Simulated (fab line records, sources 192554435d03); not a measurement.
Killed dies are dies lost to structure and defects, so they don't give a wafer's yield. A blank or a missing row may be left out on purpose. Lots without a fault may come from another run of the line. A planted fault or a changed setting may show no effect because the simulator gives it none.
fab line records | flow n5_finfet
record lots=8 wafers=23 last_day=22
route steps=1938 shown BEOL_M2@876 BEOL_M4@1111
lots that met no fault: from a run of the same line without faults
start_h: hours from the record's first day to the start of the lot's first wafer shown | wait_h: hours since the lot's step before | " the same as in the row above | L1.1+2: a row that stands for several wafers | - no value, or no start given | * or withheld: withheld | < > ~ a bound
route shown NAME@n: a module of which the file shows steps, and the number in the route of the first | usual: mean/standard deviation of fault-free wafers | same: alike in all rows | chamber/n: place in a boat | sites: the reading at each site | _std_site: their standard deviation | _edge_site: outer sites' mean less inner sites' | radius_mm: how far each site lies from the wafer's centre | mask NAME#n: copy n | behind: the tool/chamber that last shaped the wafer | hold: why the lot was held/for how many hours/how that ended | device: the transistor (n, p or np) that didn't switch | end of line: the same wafers' tests at the end of the route | a step without rows: its recipe alone | killed: dies lost to structure and defects at the first sort, not the wafer's yield | map: a wafer's dies, x killed, . not, _ none there
set.NAME: the setting as run; set.NAME@STEP: as run at that earlier step | model.NAME: the simulator's own value behind a step, which no gauge read
steps of the route over a sample of lots; a table a step, a row a wafer
services: from which hour (start_h, from the record's first day; less than 0 if before it) a tool's chamber was out of use, for how many hours, and why
## steps
# step N5_BEOL_M2_CD_MEAS_28
# recipe target_cd_nm=26.2 landing_energy_ev=500 detector=se_inlens target_cd_y_nm=24.1 polarity=opening
# usual cd_nm=26.22/0.22
# same landing_energy_ev=500
# columns lot.wafer tool chamber start_h wait_h cd_nm
L372.2 cd_sem-02 0 143.80 - 26.38
L372.4 " 0 " " 26.35
L372.5 " 0 " " 26.35
L375.4 cd_sem-03 0 167.58 - 26.19
L375.5 " 0 " " 25.84
L379.1 cd_sem-01 0 193.91 - 26.24
L379.3 " 0 " " 26.13
L379.6 " 0 " " 26.50
L383.3 cd_sem-02 0 205.72 - 26.21
L383.5 " 0 " " 26.46
L383.6 " 0 " " 26.06
L385.2 cd_sem-03 0 217.42 - 26.03
L385.5 " 0 " " 25.80
L385.6 " 0 " " 26.27
L388.1 cd_sem-03 0 241.69 - 26.05
L388.2 " 0 " " 26.15
L388.3 " 0 " " 26.03
L393.3 cd_sem-03 0 275.91 - 26.20
L393.4 " 0 " " 26.64
L393.6 " 0 " " 26.40
L394.3 cd_sem-03 0 302.34 - 26.15
L394.4 " 0 " " 26.20
L394.5 " 0 " " 25.95
# step N5_BEOL_M2_DESCUM_33
# recipe chemistry=O2 time_s=7 source_power_w=50 bias_power_w=20 pressure_mtorr=20 rf_frequency_hz=2.712e+07 temp_c=40 resist=CAR-EUV o2_flow_sccm=225
# usual drypump_motor_current_A=5.7/0.44 oes_product_au=0.78/0.1 rf_vpp_V=243.5/1.5 showerhead_plenum_p_Torr=2.12/0.081 throttle_valve_pct=20.50/0.16
# columns lot.wafer tool chamber start_h wait_h drypump_motor_current_A oes_product_au rf_hours_counter_h rf_vpp_V showerhead_plenum_p_Torr throttle_valve_pct
L372.2 rie_diel-05 3 143.98 0.1 6.6 0.71 177 243.9 2.18 20.58
L372.4 " 0 " " 6.3 0.97 2 245.0 2.14 20.34
L372.5 " 0 " " 6.3 0.97 - 245.2 2.14 20.34
L375.4 rie_diel-05 0 167.72 0.0 6.3 0.93 - 242.5 2.14 20.37
L375.5 " 3 " " 6.7 0.70 - 243.7 2.17 20.59
L379.1 rie_diel-05 0 194.04 0.0 6.3 0.91 22 244.2 2.14 20.37
L379.3 " 3 " " 6.6 0.70 196 243.7 2.17 20.61
L379.6 " 3 " " 6.5 0.69 - 244.2 2.17 20.61
L383.3 rie_diel-04 2 205.84 0.0 5.1 0.69 222 242.1 2.06 20.49
L383.5 " 0 " " 6.1 0.94 - 245.0 2.23 20.25
L383.6 " 3 " " 5.1 0.68 - 243.3 2.15 20.68
L385.2 rie_diel-05 1 217.54 0.0 5.4 0.94 15 246.3 2.24 20.19
L385.5 " 2 " " 5.8 0.69 - 245.6 2.15 20.80
L385.6 " 3 " " 6.6 0.70 - 243.8 2.17 20.60
L388.1 rie_diel-04 3 241.81 0.0 5.1 0.99 5 244.7 2.15 20.32
L388.2 " 0 " " 6.1 0.92 26 245.3 2.22 20.28
L388.3 " 1 " " 5.6 0.86 65 243.4 2.03 20.58
L393.3 rie_diel-02 1 276.03 0.0 5.8 0.72 198 244.8 2.17 20.47
L393.4 " 3 " " 5.6 0.74 178 240.3 2.00 20.66
L393.6 " 0 " " 5.6 0.69 - 240.1 1.98 20.43
L394.3 rie_diel-02 2 302.50 0.1 5.7 0.75 138 244.7 2.18 20.54
L394.4 " 1 " " 5.7 0.71 207 244.0 2.16 20.47
L394.5 " 1 " " 5.7 0.71 - 244.0 2.16 20.47
# step N5_BEOL_M2_TRENCH_ETCH_37
# recipe chemistry=C4F6/O2 target_depth_a=555.55 target=SiOC time_s=29.2 ion_energy_ev=250 pressure_mtorr=30 source_w=355 bias_w=185 Ar_flow_sccm=300 C4F6_flow_sccm=10 O2_flow_sccm=10
# usual drypump_motor_current_A=5.7/0.41 oes_product_au=0.80/0.098 rf_vpp_V=667/6.4 showerhead_plenum_p_Torr=2.89/0.1 throttle_valve_pct=20.88/0.15
# columns lot.wafer tool chamber start_h wait_h drypump_motor_current_A oes_product_au rf_hours_counter_h rf_vpp_V showerhead_plenum_p_Torr throttle_valve_pct
L372.2 rie_diel-04 2 155.30 - 5.2 0.70 200 661 2.82 20.95
L372.4 " 0 " " 6.1 0.67 249 662 2.69 20.99
L372.5 " 2 " " 5.2 0.71 - 659 2.82 20.95
L375.4 rie_diel-02 1 175.25 - 5.7 0.74 165 664 2.95 20.83
L375.5 " 1 " " 5.7 1.05 - 664 2.95 20.89
L379.1 rie_diel-02 3 206.54 - 5.6 0.76 154 662 2.73 21.04
L379.3 " 1 " " 5.7 0.74 176 663 2.95 20.84
L379.6 " 0 " " 5.6 0.99 - 669 2.72 20.89
L383.3 rie_diel-05 0 268.43 - 6.3 0.87 44 682 2.89 20.80
L383.5 " 3 " " 6.6 0.68 - 663 2.93 21.01
L383.6 " 1 " " 5.4 0.89 - 665 3.02 20.66
L385.2 rie_diel-05 0 282.01 - 6.3 0.86 48 680 2.88 20.82
L385.5 " 3 " " 6.6 0.69 - 664 2.93 21.03
L385.6 " 0 " " 6.3 0.86 - 681 2.88 20.81
L388.1 rie_diel-02 0 282.95 - 5.6 0.68 225 666 2.71 20.86
L388.2 " 3 " " 5.6 0.73 180 661 2.72 21.08
L388.3 " 1 " " 5.7 0.71 201 663 2.93 20.89
L393.3 rie_diel-02 3 313.76 - 5.6 0.72 191 661 2.72 21.09
L393.4 " 0 " " 5.6 0.68 235 667 2.70 20.88
L393.6 " 1 " " 5.7 0.70 - 665 2.93 20.88
L394.3 rie_diel-04 1 322.94 - 5.6 0.82 89 664 2.75 21.06
L394.4 " 3 " " 5.1 0.91 29 666 2.89 20.68
L394.5 " 2 " " 5.1 0.97 - 659 2.80 20.63
# step N5_BEOL_M2_OCD_MEAS_38
# usual trench_depth_nm=55.2/0.88
# columns lot.wafer tool chamber start_h wait_h trench_depth_nm
L372.2 ocd-01 - 155.45 - 54.9
L372.4 " - " " 54.8
L372.5 " - " " 54.4
L375.4 ocd-02 - 175.41 - 55.8
L375.5 " - " " 92.0
L379.1 ocd-02 - 206.69 - 54.6
L379.3 " - " " 54.9
L379.6 " - " " 90.4
L383.3 ocd-02 - 268.58 - 55.1
L383.5 " - " " 54.9
L383.6 " - " " 55.3
L385.2 ocd-02 - 282.17 - 54.6
L385.5 " - " " 54.3
L385.6 " - " " 54.9
L388.1 ocd-01 - 283.10 - 53.3
L388.2 " - " " 53.8
L388.3 " - " " 54.4
L393.3 ocd-02 - 313.91 - 53.4
L393.4 " - " " 55.7
L393.6 " - " " 55.5
L394.3 ocd-02 - 323.10 - 54.8
L394.4 " - " " 54.8
L394.5 " - " " 56.5
# step N5_BEOL_M2_SPUTTER_48
# recipe material=Cu target_thk_a=45 temp_c=-20 chamber_pressure_pa=0.07 power_w=withheld time_s=8.29
# usual substrate_temp_c=-20.00/0.1 throttle_valve_pct=29.6/1
# columns lot.wafer tool chamber start_h wait_h substrate_temp_c throttle_valve_pct
L372.2 pvd_sputter-01 - 157.12 0.6 -19.95 28.6
L372.4 " - " " -20.01 29.9
L372.5 " - " " -19.87 29.4
L375.4 pvd_sputter-01 - 176.54 0.2 -20.05 29.4
L375.5 " - " " -19.90 28.6
L379.1 pvd_sputter-03 - 208.73 0.4 -20.14 29.4
L379.3 " - " " -20.00 28.7
L379.6 " - " " -19.79 28.8
L383.3 pvd_sputter-01 - 269.38 0.1 -20.02 29.3
L383.5 " - " " -19.99 29.9
L383.6 " - " " -20.11 28.5
L385.2 pvd_sputter-01 - 283.35 0.1 -19.99 29.9
L385.5 " - " " -20.12 30.0
L385.6 " - " " -19.88 28.5
L388.1 pvd_sputter-02 - 283.93 0.1 -20.27 30.9
L388.2 " - " " -20.22 30.3
L388.3 " - " " -20.07 28.9
L393.3 pvd_sputter-01 - 316.79 2.0 -20.03 31.4
L393.4 " - " " -19.76 30.1
L393.6 " - " " -20.00 31.4
L394.3 pvd_sputter-01 - 324.12 0.1 -20.16 29.6
L394.4 " - " " -19.99 29.5
L394.5 " - " " -19.95 29.8
# step N5_BEOL_M2_THK_MEAS_53
# recipe thk_meas_gauge=xrf reads=Cu_of_BEOL_M2_ECD_50
# usual M2_THK=39.3/1
# columns lot.wafer tool chamber start_h wait_h M2_THK[nm]
L372.2 film_metro-02 - 159.69 - 38.5
L372.4 " - " " 38.6
L372.5 " - " " 38.9
L375.4 film_metro-01 - 179.09 - 39.9
L375.5 " - " " 74.9
L383.3 film_metro-02 - 272.04 - 38.8
L383.5 " - " " 37.5
L383.6 " - " " 38.6
L385.2 film_metro-01 - 285.90 - 37.6
L385.5 " - " " 38.1
L385.6 " - " " 37.5
L388.1 film_metro-01 - 286.51 - 37.7
L388.2 " - " " 36.0
L388.3 " - " " 37.9
L393.3 film_metro-01 - 319.34 - 38.4
L393.4 " - " " 39.9
L393.6 " - " " 40.3
L379.1 film_metro-01 - 320.05 - 37.8
L379.3 " - " " 40.4
L379.6 " - " " 74.7
L394.3 film_metro-02 - 326.67 - 39.5
L394.4 " - " " 39.3
L394.5 " - " " 41.3
# step N5_BEOL_M2_RS_MEAS_58
# recipe thk_meas_gauge=four-point-probe reads=Co_of_BEOL_M2_CO_CAP_55+Cu_of_BEOL_M2_ECD_50+Co_of_BEOL_M2_CVD_47+TaN_of_BEOL_M2_ALD_84
# usual M2_RS=0.675/0.022
# columns lot.wafer tool chamber start_h wait_h M2_RS[ohm/sq]
L372.2 film_metro-01 - 161.36 0.1 0.691
L372.4 " - " " 0.689
L372.5 " - " " 0.689
L375.4 film_metro-02 - 179.38 0.1 0.661
L375.5 " - " " 0.303
L383.3 film_metro-01 - 272.31 0.1 0.683
L383.5 " - " " 0.710
L383.6 " - " " 0.687
L385.2 film_metro-01 - 286.16 0.1 0.717
L385.5 " - " " 0.703
L385.6 " - " " 0.717
L388.1 film_metro-01 - 286.77 0.0 0.703
L388.2 " - " " 0.748
L388.3 " - " " 0.697
L393.3 film_metro-01 - 319.63 0.1 0.695
L393.4 " - " " 0.663
L393.6 " - " " 0.654
L379.1 film_metro-02 - 320.31 0.0 0.705
L379.3 " - " " 0.650
L379.6 " - " " 0.303
L394.3 film_metro-01 - 326.93 0.1 0.679
L394.4 " - " " 0.681
L394.5 " - " " 0.641
# step N5_BEOL_M4_RC_MEAS_101
# usual DIBL_N=36.3/1.1 DIBL_P=36.3/1.4 IOFF_N=0.155/0.019 IOFF_P=0.211/0.027 ION_N=672/8.5 ION_P=462/5.8 SERP_M2=193/12 SERP_M2_max_site=206/14 SS_N=71.5/0.56 SS_P=73.3/0.52 VT_N=249.9/2.5 VT_P=-249.8/2.8
# columns lot.wafer tool chamber start_h wait_h DIBL_N[mV/V] DIBL_P[mV/V] IOFF_N[nA/um] IOFF_P[nA/um] ION_N[uA/um] ION_P[uA/um] SERP_M2[ohm/um] SERP_M2_max_site[ohm/um] SS_N[mV/dec] SS_P[mV/dec] VT_N[mV] VT_P[mV]
L372.2 prober-01 0 210.19 0.2 37.5 38.2 0.185 0.238 676 460 197 202 71.3 74.3 247.9 -248.6
L372.4 " 0 " " 37.8 39.5 0.200 0.248 675 459 213 226 73.1 74.2 245.3 -248.1
L372.5 " 0 " " 35.0 35.7 0.143 0.190 670 463 194 211 71.3 73.0 250.0 -251.1
L375.4 prober-01 0 238.37 0.5 37.2 37.1 0.172 0.244 676 472 189 197 71.9 73.9 248.4 -244.4
L375.5 " 0 " " 36.5 36.6 0.161 0.243 672 467 91 97 71.8 73.0 247.0 -247.3
L383.3 prober-01 0 335.78 0.3 34.7 33.6 0.137 0.184 666 458 202 221 70.4 72.8 250.3 -251.3
L383.5 " 0 " " 36.8 35.7 0.175 0.211 667 453 213 239 71.2 73.8 248.7 -250.6
L383.6 " 0 " " 35.3 34.6 0.146 0.197 665 458 219 228 70.7 73.1 248.0 -250.7
L385.2 prober-02 0 355.04 0.2 36.0 35.6 0.151 0.238 667 468 202 214 71.7 73.2 248.3 -246.1
L385.5 " 0 " " 34.5 33.9 0.128 0.210 662 464 193 211 70.8 72.8 253.7 -245.9
L385.6 " 0 " " 36.7 36.1 0.169 0.253 682 467 193 205 71.6 72.9 245.5 -243.8
L394.3 prober-02 0 364.69 0.3 37.2 36.6 0.171 0.241 678 467 220 227 72.2 73.7 251.6 -246.2
L394.4 " 0 " " 38.7 36.8 0.196 0.250 671 461 208 222 72.8 73.2 246.3 -246.9
L394.5 " 0 " " 37.2 35.6 0.161 0.223 674 464 188 199 71.9 73.3 247.5 -249.5
L388.1 prober-01 0 376.28 0.0 36.3 36.6 0.168 0.226 687 470 194 202 71.9 73.7 247.1 -248.9
L388.2 " 0 " " 36.7 36.6 0.178 0.231 688 471 201 206 71.6 74.1 243.7 -246.9
L388.3 " 0 " " 35.7 35.8 0.158 0.221 690 471 192 204 71.9 73.8 247.6 -246.9
L379.1 prober-02 0 399.64 0.0 35.6 35.6 0.134 0.184 670 460 203 228 71.4 73.3 250.1 -253.3
L379.3 " 0 " " 35.7 36.2 0.138 0.190 664 463 186 200 71.3 72.7 251.8 -253.4
L379.6 " 0 " " 36.2 36.6 0.144 0.195 668 461 90 100 71.4 73.2 250.7 -251.7
L393.3 prober-01 0 401.12 0.3 35.6 35.2 0.158 0.210 682 464 196 212 72.1 73.3 248.2 -248.4
L393.4 " 0 " " 36.3 34.7 0.159 0.200 666 459 195 213 72.0 73.4 249.2 -250.9
L393.6 " 0 " " 36.0 35.2 0.158 0.205 675 458 208 212 71.3 73.0 249.8 -249.2
# sites SERP_M2 radius_mm=0,75,75,75,75,140,140,140,140
L372.2 196 200 202 201 193 200 197 193 197
L375.4 190 192 196 189 197 175 175 175 180
L383.3 204 221 203 208 202 198 180 192 197
L385.2 204 214 196 202 202 203 197 202 201
L394.3 198 218 204 218 221 220 220 227 226
L388.1 194 202 194 198 191 192 189 198 188
L379.1 215 203 228 209 222 186 197 193 187
L393.3 196 205 204 195 212 198 188 187 195
## services
# columns tool chamber start_h hours kind
rie_diel-05 1 126.71 2.8 repair
pvd_sputter-01 - 138.92 4.7 repair
rie_diel-05 2 144.20 3.8 repair
rie_diel-04 0 157.01 - clean
rie_diel-04 0 157.01 - consumable_replace:focus_ring
rie_diel-04 0 157.01 - consumable_replace:showerhead
rie_diel-04 0 157.01 20.0 scheduled_down
rie_diel-04 0 157.01 20.0 vent_cycle
rie_diel-05 1 157.39 - clean
rie_diel-05 1 157.39 - consumable_replace:focus_ring
rie_diel-05 1 157.39 - consumable_replace:showerhead
rie_diel-05 1 157.39 18.2 scheduled_down
rie_diel-05 1 157.39 18.2 vent_cycle
pvd_sputter-02 - 163.68 5.1 repair
rie_diel-05 - 172.97 2.8 pm
rie_diel-04 3 212.32 - clean
rie_diel-04 3 212.32 - consumable_replace:focus_ring
rie_diel-02 - 238.40 0.2 repair
rie_diel-02 0 251.28 2.0 repair
rie_diel-05 2 261.55 - clean
rie_diel-05 2 261.55 - consumable_replace:focus_ring
rie_diel-05 2 261.55 27.8 scheduled_down
rie_diel-05 2 261.55 27.8 vent_cycle
pvd_sputter-03 - 273.75 1.9 repair
## key
first_sign step=N5_BEOL_M2_OCD_MEAS_38 reading=trench_depth_nm direction=up sigmas=41 usual=55.2 struck=91.2
effect step=N5_BEOL_M2_THK_MEAS_53 reading=M2_THK direction=up sigmas=35 usual=39.3 struck=74.8
effect step=N5_BEOL_M2_RS_MEAS_58 reading=M2_RS direction=down sigmas=17 usual=0.675 struck=0.303
effect step=N5_BEOL_M4_RC_MEAS_101 reading=SERP_M2 direction=down sigmas=8.7 usual=193 struck=90
effect step=N5_BEOL_M4_RC_MEAS_101 reading=SERP_M2_max_site direction=down sigmas=7.7 usual=206 struck=98
met_at N5_BEOL_M2_TRENCH_ETCH_37
struck_lots L375,L379
struck_wafers L375.5,L379.6
not_acting_at N5_BEOL_M2_CD_MEAS_28,N5_BEOL_M2_DESCUM_33,N5_BEOL_M2_SPUTTER_48
fault kind=process_parameter_drift tool=rie_diel-02 chamber=- onset_h=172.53 steps=N5_BEOL_M2_TRENCH_ETCH_37 channel=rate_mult offset=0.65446 shape=step end_h=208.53 scope=struck_wafers_only
